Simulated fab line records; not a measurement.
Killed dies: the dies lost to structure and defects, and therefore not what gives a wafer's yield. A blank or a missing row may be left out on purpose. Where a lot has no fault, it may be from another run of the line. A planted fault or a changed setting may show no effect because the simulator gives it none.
Matching of chambers / flow n5 finfet / 4 sister chambers for N5_BEOL_M3_ALD_98 on ald sin-01
The step deposits SiO2, target thk 2.5 nm, pulse time 1 s, co reactant pulse time 1 s. 24 wafers are shown with their chamber, then 12 later ones without.

## WAFERS, EACH WITH ITS CHAMBER
wafer=L074.1; chamber=0; heater power w (W)=69; precursor pulse height rel=1.012
wafer=L074.2; chamber=1; heater power w (W)=88; precursor pulse height rel=1.000
wafer=L074.3; chamber=3; heater power w (W)=68; precursor pulse height rel=1.018
wafer=L074.4; chamber=2; heater power w (W)=80; precursor pulse height rel=1.005
wafer=L074.5; chamber=2; heater power w (W)=80; precursor pulse height rel=0.986
wafer=L074.6; chamber=3; heater power w (W)=69; precursor pulse height rel=0.989
wafer=L081.1; chamber=0; heater power w (W)=70; precursor pulse height rel=1.019
wafer=L081.2; chamber=2; heater power w (W)=79; precursor pulse height rel=0.981
wafer=L081.6; chamber=2; heater power w (W)=80; precursor pulse height rel=0.990
wafer=L083.2; chamber=0; heater power w (W)=68; precursor pulse height rel=1.000
wafer=L083.3; chamber=1; heater power w (W)=89; precursor pulse height rel=0.999
wafer=L083.6; chamber=0; heater power w (W)=70; precursor pulse height rel=1.034
wafer=L087.1; chamber=1; heater power w (W)=88; precursor pulse height rel=1.008
wafer=L087.2; chamber=3; heater power w (W)=69; precursor pulse height rel=1.034
wafer=L087.5; chamber=1; heater power w (W)=88; precursor pulse height rel=0.997
wafer=L086.2; chamber=0; heater power w (W)=69; precursor pulse height rel=1.000
wafer=L086.4; chamber=1; heater power w (W)=86; precursor pulse height rel=0.973
wafer=L086.5; chamber=0; heater power w (W)=68; precursor pulse height rel=0.993
wafer=L089.1; chamber=0; heater power w (W)=69; precursor pulse height rel=0.995
wafer=L089.2; chamber=2; heater power w (W)=81; precursor pulse height rel=0.981
wafer=L089.3; chamber=3; heater power w (W)=68; precursor pulse height rel=1.031
wafer=L089.4; chamber=1; heater power w (W)=88; precursor pulse height rel=0.989
wafer=L089.5; chamber=1; heater power w (W)=89; precursor pulse height rel=0.988
wafer=L089.6; chamber=2; heater power w (W)=79; precursor pulse height rel=1.025

SIGNATURES (means of the wafers above)
reading=heater power w; chamber 0=69.00; chamber 1=88.00; chamber 2=79.83; chamber 3=68.50; scatter within a chamber=0.832
reading=precursor pulse height rel; chamber 0=1.00757; chamber 1=0.99343; chamber 2=0.99467; chamber 3=1.01800; scatter within a chamber=0.0156
Rule: for each reading, subtract the chamber's mean from the wafer's reading, divide by that reading's scatter and square the result; add these up over the readings and take the root, which gives the wafer's distance from the chamber. If the next closest chamber is less than 2 further off than the closest, the wafer can't be placed; otherwise it belongs to the closest. How the scatter is found: for the shown wafers, subtract from each reading the mean of its chamber, square and add these, divide the total by (wafers less chambers), then take the root.

## WAFERS WHOSE CHAMBER IS MISSING
wafer=L076.3; heater power w (W)=72; precursor pulse height rel=1.016
wafer=L076.4; heater power w (W)=80; precursor pulse height rel=1.005
wafer=L076.6; heater power w (W)=90; precursor pulse height rel=1.011
wafer=L090.2; heater power w (W)=70; precursor pulse height rel=1.010
wafer=L090.4; heater power w (W)=70; precursor pulse height rel=0.995
wafer=L090.6; heater power w (W)=68; precursor pulse height rel=0.993
wafer=L091.2; heater power w (W)=72; precursor pulse height rel=0.997
wafer=L091.5; heater power w (W)=87; precursor pulse height rel=0.988
wafer=L091.6; heater power w (W)=70; precursor pulse height rel=0.982
wafer=L095.2; heater power w (W)=90; precursor pulse height rel=0.989
wafer=L095.5; heater power w (W)=68; precursor pulse height rel=0.995
wafer=L095.6; heater power w (W)=70; precursor pulse height rel=1.054

## THE CHAMBER EACH PASSED THROUGH
wafer=L076.3; from the rows above=can't be placed: 0 or 3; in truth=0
wafer=L076.4; from the rows above=2; in truth=2
wafer=L076.6; from the rows above=1; in truth=1
wafer=L090.2; from the rows above=can't be placed: 0 or 3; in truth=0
wafer=L090.4; from the rows above=can't be placed: 0 or 3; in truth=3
wafer=L090.6; from the rows above=can't be placed: 0 or 3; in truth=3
wafer=L091.2; from the rows above=can't be placed: 0 or 3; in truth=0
wafer=L091.5; from the rows above=1; in truth=1
wafer=L091.6; from the rows above=can't be placed: 0 or 3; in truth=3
wafer=L095.2; from the rows above=1; in truth=1
wafer=L095.5; from the rows above=can't be placed: 0 or 3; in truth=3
wafer=L095.6; from the rows above=can't be placed: 3 or 0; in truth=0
4 of 12 placed correctly. Cannot be placed on the basis of these rows: 8; the candidates contain the true chamber in 8. Number placed wrongly: 0.
